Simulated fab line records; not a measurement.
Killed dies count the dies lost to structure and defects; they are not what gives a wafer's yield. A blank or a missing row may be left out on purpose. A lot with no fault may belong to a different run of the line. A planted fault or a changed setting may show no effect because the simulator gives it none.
The tool behind it: which one?	flow nand harc	Sampling: 24 lots, 72 wafers, 4 of 1302 route steps

WHAT THE GAUGES SHOWED, per wafer
NHARC_P_CONTACT_CD_MEAS_19. Usual: cd nm 89.7 nm, standard deviation 1.5.
lot	measured	on	cd nm (nm)	flag
L074	day 6 02:43	cd sem-01	88.7 88.2 90.1	
L076	day 6 14:22	cd sem-03	92.3 90.7 91.5	
L075	day 6 14:50	cd sem-03	87.8 89.2 91.1	
L077	day 7 04:46	cd sem-01	91.1 87.3 90.4	
L078	day 7 18:49	cd sem-03	89.9 89.3 88.8	
L079	day 7 23:36	cd sem-02	89.0 92.0 88.1	
L081	day 8 15:35	cd sem-01	88.7 87.5 89.9	
L080	day 8 16:22	cd sem-03	88.9 89.8 91.9	
L082	day 9 13:30	cd sem-02	89.8 91.2 91.9	
L083	day 9 14:54	cd sem-01	89.1 88.1 91.8	
L084	day 10 06:14	cd sem-03	89.8 92.2 90.1	
L085	day 10 10:15	cd sem-01	89.1 91.7 90.0	
L086	day 10 20:46	cd sem-02	91.4 93.1 91.9	
L088	day 12 03:25	cd sem-03	89.0 91.7 88.6	
L087	day 12 04:01	cd sem-02	88.9 89.1 91.0	
L089	day 12 12:49	cd sem-02	90.8 90.6 90.8	
L090	day 12 18:10	cd sem-01	90.3 90.5 89.3	
L091	day 13 06:44	cd sem-03	90.1 87.8 90.2	
L092	day 13 11:38	cd sem-02	90.4 88.5 89.2	
L093	day 13 21:27	cd sem-01	88.8 91.4 88.5	
L094	day 14 09:46	cd sem-01	89.4 86.9 90.2	
L095	day 14 20:01	cd sem-01	90.2 94.5 93.5	
L096	day 15 05:13	cd sem-01	90.2 88.8 91.2	
L097	day 15 11:49	cd sem-03	87.6 88.6 88.9	

NHARC_P_M0_INSPECT_27. Usual: raw defect count 291, standard deviation 100.
lot	measured	on	raw defect count	flag
L074	day 6 08:21	defect inspect-02	381 208 244	
L076	day 6 20:11	defect inspect-02	315 249 376	
L075	day 6 20:52	defect inspect-02	250 243 201	
L077	day 7 10:26	defect inspect-01	286 241 281	
L078	day 8 00:34	defect inspect-01	230 322 224	
L079	day 8 05:26	defect inspect-01	383 358 267	
L081	day 8 21:23	defect inspect-02	223 252 155	
L080	day 8 22:09	defect inspect-02	216 166 168	
L082	day 9 19:10	defect inspect-02	448 269 474	
L083	day 9 20:35	defect inspect-01	218 360 274	
L084	day 10 11:55	defect inspect-01	352 285 220	
L085	day 10 15:53	defect inspect-02	144 204 152	
L086	day 11 02:32	defect inspect-02	427 284 205	
L088	day 12 09:11	defect inspect-02	518 822 343	
L087	day 12 10:23	defect inspect-01	159 310 249	
L089	day 12 18:37	defect inspect-01	318 284 304	
L090	day 12 23:56	defect inspect-01	224 113 308	
L091	day 13 12:31	defect inspect-02	316 252 317	
L092	day 13 17:29	defect inspect-01	169 252 163	
L093	day 14 03:15	defect inspect-02	374 266 234	
L094	day 14 15:31	defect inspect-02	236 300 268	
L095	day 15 01:47	defect inspect-02	586 261 297	
L096	day 15 10:59	defect inspect-01	313 357 281	
L097	day 15 17:49	defect inspect-01	357 464 352	

NHARC_P_M1_CD_MEAS_09: the cd target is 130 nm. Usual: cd nm 129.8 nm, standard deviation 0.56.
lot	measured	on	cd nm (nm)	flag
L074	day 6 09:43	cd sem-02	130.0 130.2 130.4	
L076	day 6 21:28	cd sem-02	129.8 130.1 129.8	
L075	day 6 22:14	cd sem-02	129.0 129.3 129.6	
L077	day 7 11:49	cd sem-02	129.3 128.5 129.2	
L078	day 8 01:49	cd sem-03	129.9 130.4 129.8	
L079	day 8 06:43	cd sem-02	130.6 130.0 130.4	
L081	day 8 22:46	cd sem-03	130.5 130.7 130.7	
L080	day 8 23:38	cd sem-02	130.5 130.3 130.1	
L082	day 9 20:26	cd sem-02	129.3 129.3 129.9	
L083	day 9 21:59	cd sem-02	130.5 130.1 131.1	
L084	day 10 13:19	cd sem-01	130.5 129.7 130.2	
L085	day 10 17:16	cd sem-01	129.3 130.2 129.3	
L086	day 11 03:56	cd sem-01	129.5 129.4 129.5	
L088	day 12 10:46	cd sem-03	129.9 129.1 130.2	
L087	day 12 11:45	cd sem-02	129.3 129.3 128.9	
L089	day 12 20:01	cd sem-02	129.6 130.1 129.6	
L090	day 13 01:19	cd sem-03	130.5 130.8 131.1	
L091	day 13 13:49	cd sem-01	129.1 129.7 129.5	
L092	day 13 18:53	cd sem-01	129.4 129.2 129.7	
L093	day 14 04:39	cd sem-01	130.3 130.4 130.1	
L094	day 14 16:55	cd sem-02	130.4 130.4 130.2	
L095	day 15 03:22	cd sem-03	129.6 129.8 128.7	
L096	day 15 12:33	cd sem-01	129.9 129.9 129.5	
L097	day 15 19:12	cd sem-02	129.4 129.7 130.2	

EACH LOT AND THE TOOL THAT RAN IT (in order: tool; ch and the chambers of the sampled wafers; start)
lot	NHARC_P_CONTACT_CVD_23
L074	cvd w-01 ch 0,1, day 6 08:21 or earlier
L076	cvd w-02 ch 0,1, day 6 20:11 or earlier
L075	cvd w-01 ch 0,1, day 6 20:52 or earlier
L077	cvd w-01 ch 0,1, day 7 10:26 or earlier
L078	cvd w-01 ch 0,1, day 8 00:34 or earlier
L079	cvd w-01 ch 0,1, day 8 05:26 or earlier
L081	cvd w-02 ch 0,1, day 8 21:23 or earlier
L080	cvd w-02 ch 0,1, day 8 22:09 or earlier
L082	cvd w-02 ch 0,1, day 9 19:10 or earlier
L083	cvd w-02 ch 0,1, day 9 20:35 or earlier
L084	cvd w-02 ch 0,1, day 10 11:55 or earlier
L085	cvd w-02 ch 0,1, day 10 15:53 or earlier
L086	cvd w-02 ch 0,1, day 11 02:32 or earlier
L088	cvd w-02 ch 0,1, day 12 09:11 or earlier
L087	cvd w-01 ch 0,1, day 12 10:23 or earlier
L089	cvd w-01 ch 0,1, day 12 18:37 or earlier
L090	cvd w-01 ch 0, day 12 23:56 or earlier
L091	cvd w-01 ch 0,1, day 13 12:31 or earlier
L092	cvd w-01 ch 0,1, day 13 17:29 or earlier
L093	cvd w-02 ch 0,1, day 14 03:15 or earlier
L094	cvd w-01 ch 0,1, day 14 15:31 or earlier
L095	cvd w-02 ch 0,1, day 15 01:47 or earlier
L096	cvd w-01 ch 0,1, day 15 10:59 or earlier
L097	cvd w-02 ch 0,1, day 15 17:49 or earlier
- NHARC_P_CONTACT_CVD_23: deposits W, target thk 200 nm, time 557 s.

AS READ BY THE TOOLS THEMSELVES (means over the sampled wafers that have a number; for cases with no such wafer, the mark the record gives instead)
NHARC_P_CONTACT_CVD_23. Usual: heater power w 453 W, standard deviation 28; mfc ar sccm 1560 sccm, standard deviation 5.1; mfc wf6 sccm 40.01 sccm, standard deviation 0.11; throttle valve pct 7.9 %, standard deviation 0.38.
lot	tool	heater power w (W)	mfc ar sccm (sccm)	mfc wf6 sccm (sccm)	throttle valve pct (%)	flag
L074	cvd w-01	444	1562	40.04	7.8	
L076	cvd w-02	462	1562	39.96	7.9	
L075	cvd w-01	455	1560	40.08	7.9	
L077	cvd w-01	441	1555	40.02	7.8	
L078	cvd w-01	449	1555	40.05	7.7	
L079	cvd w-01	460	1562	40.00	7.9	
L081	cvd w-02	472	1558	39.95	7.8	
L080	cvd w-02	445	1557	39.93	8.1	
L082	cvd w-02	459	1560	40.01	8.0	
L083	cvd w-02	450	1564	39.97	8.2	
L084	cvd w-02	476	1568	40.03	7.7	
L085	cvd w-02	463	1561	40.06	7.8	
L086	cvd w-02	474	1555	39.87	7.7	
L088	cvd w-02	458	1558	40.09	8.0	
L087	cvd w-01	429	1555	40.02	7.5	
L089	cvd w-01	455	1564	40.03	8.0	
L090	cvd w-01	417	1555	40.13	7.4	
L091	cvd w-01	435	1560	40.06	7.7	
L092	cvd w-01	431	1558	39.91	7.7	
L093	cvd w-02	450	1554	40.07	7.9	
L094	cvd w-01	455	1558	40.00	7.9	
L095	cvd w-02	443	1558	40.00	8.1	
L096	cvd w-01	465	1567	40.02	8.0	
L097	cvd w-02	446	1563	39.92	8.0	

THE ANSWER, worked out from the rows above alone
Rule: take the mean of a lot's wafers that have a number; if it is more than 3 standard deviations from the usual mean, the lot is off. Also off: a lot with no number at a reading for which 4 or more lots have one. The other lots that the step has rows for count as sound. Order of review: gauges by route order, followed by the tools' own readings, for which a lot's mean as printed above is used. The first step at which some lot is off is used, and at that step the reading that is off furthest; a lot without a number counts as furthest.
No lot is off on any of the readings shown, so nothing can be concluded from this.

WHAT WAS PUT IN BY THE SIMULATOR
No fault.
